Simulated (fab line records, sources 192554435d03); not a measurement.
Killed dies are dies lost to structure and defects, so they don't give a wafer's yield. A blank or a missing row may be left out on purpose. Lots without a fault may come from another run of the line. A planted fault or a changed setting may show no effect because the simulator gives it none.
Which tool did it? | flow n5_finfet | 24 lots, 72 wafers sampled, at 1 step of a route of 1938

WHAT THE GAUGES READ, wafer by wafer
N5_BEOL_M13_CD_MEAS_28: target cd 209.5 nm.
lot  | measured     | on        | cd_nm (nm)
L074 | day 11 02:56 | cd_sem-03 | 210.5 210.1 210.6
L075 | day 11 05:25 | cd_sem-02 | 209.3 210.0 211.1
L077 | day 11 20:27 | cd_sem-02 | 209.9 209.0 209.7
L076 | day 11 20:58 | cd_sem-01 | 209.0 210.3 210.3
L078 | day 12 00:49 | cd_sem-01 | 208.4 209.2 208.6
L079 | day 12 02:35 | cd_sem-03 | 207.3 208.2 208.1
L080 | day 12 13:12 | cd_sem-02 | 210.1 210.7 210.1
L081 | day 12 15:08 | cd_sem-02 | 209.2 209.9 209.0
L083 | day 12 18:31 | cd_sem-02 | 207.8 208.9 209.0
L082 | day 12 19:08 | cd_sem-03 | 208.2 208.5 209.2
L084 | day 13 13:07 | cd_sem-02 | 210.1 209.7 210.2
L085 | day 13 20:07 | cd_sem-03 | 210.3 211.5 209.7
L086 | day 13 22:14 | cd_sem-02 | 209.2 210.2 209.6
L087 | day 14 02:30 | cd_sem-03 | 209.5 209.9 208.1
L089 | day 14 14:10 | cd_sem-03 | 210.3 210.4 210.1
L090 | day 14 15:55 | cd_sem-02 | 209.7 209.6 210.0
L088 | day 14 23:52 | cd_sem-03 | 210.0 211.4 210.5
L093 | day 15 04:56 | cd_sem-01 | 210.0 210.5 209.0
L091 | day 15 13:07 | cd_sem-01 | 209.2 209.1 209.3
L094 | day 15 20:33 | cd_sem-02 | 211.5 211.3 210.1
L092 | day 15 21:08 | cd_sem-02 | 210.0 209.1 210.3
L095 | day 15 21:43 | cd_sem-02 | 209.3 209.0 209.1
L096 | day 16 15:19 | cd_sem-03 | 211.1 210.7 211.2
L097 | day 17 03:47 | cd_sem-01 | 210.9 210.7 209.6

WHICH TOOL RAN EACH LOT (tool, then ch and the chambers of the sampled wafers, then the start)
The record holds no process step before these readings.

WHAT THE TOOLS THEMSELVES READ (means of the sampled wafers that have a number; where no wafer has one, the mark that the record gives instead)
The record holds no such reading with a usual standard deviation.

THE ANSWER, worked out from the rows above alone
Rule: what is usual is taken from the lots themselves. Put in order of their means at a reading, lots are off if they are a third of the lots or fewer, leave a main group of 4 or more, and stand apart from it by a gap of 3 or more times the standard deviation of the main group's means; of several such gaps the widest counts. A main group whose means are all the same, to the digits that the tables above print for the reading, isn't used. A lot without any number at a reading at which 4 lots or more have one is off too. The other lots that the step has rows for count as sound. The gauges are gone through in route order, then the tools' own readings, and for those a lot's mean is taken as printed above. The first step at which some lot is off is used, and at that step the reading that is off furthest; a lot without a number counts as furthest.
No lot is off at any reading shown: from this, nothing can be told.

WHAT THE SIMULATOR HAD PUT IN
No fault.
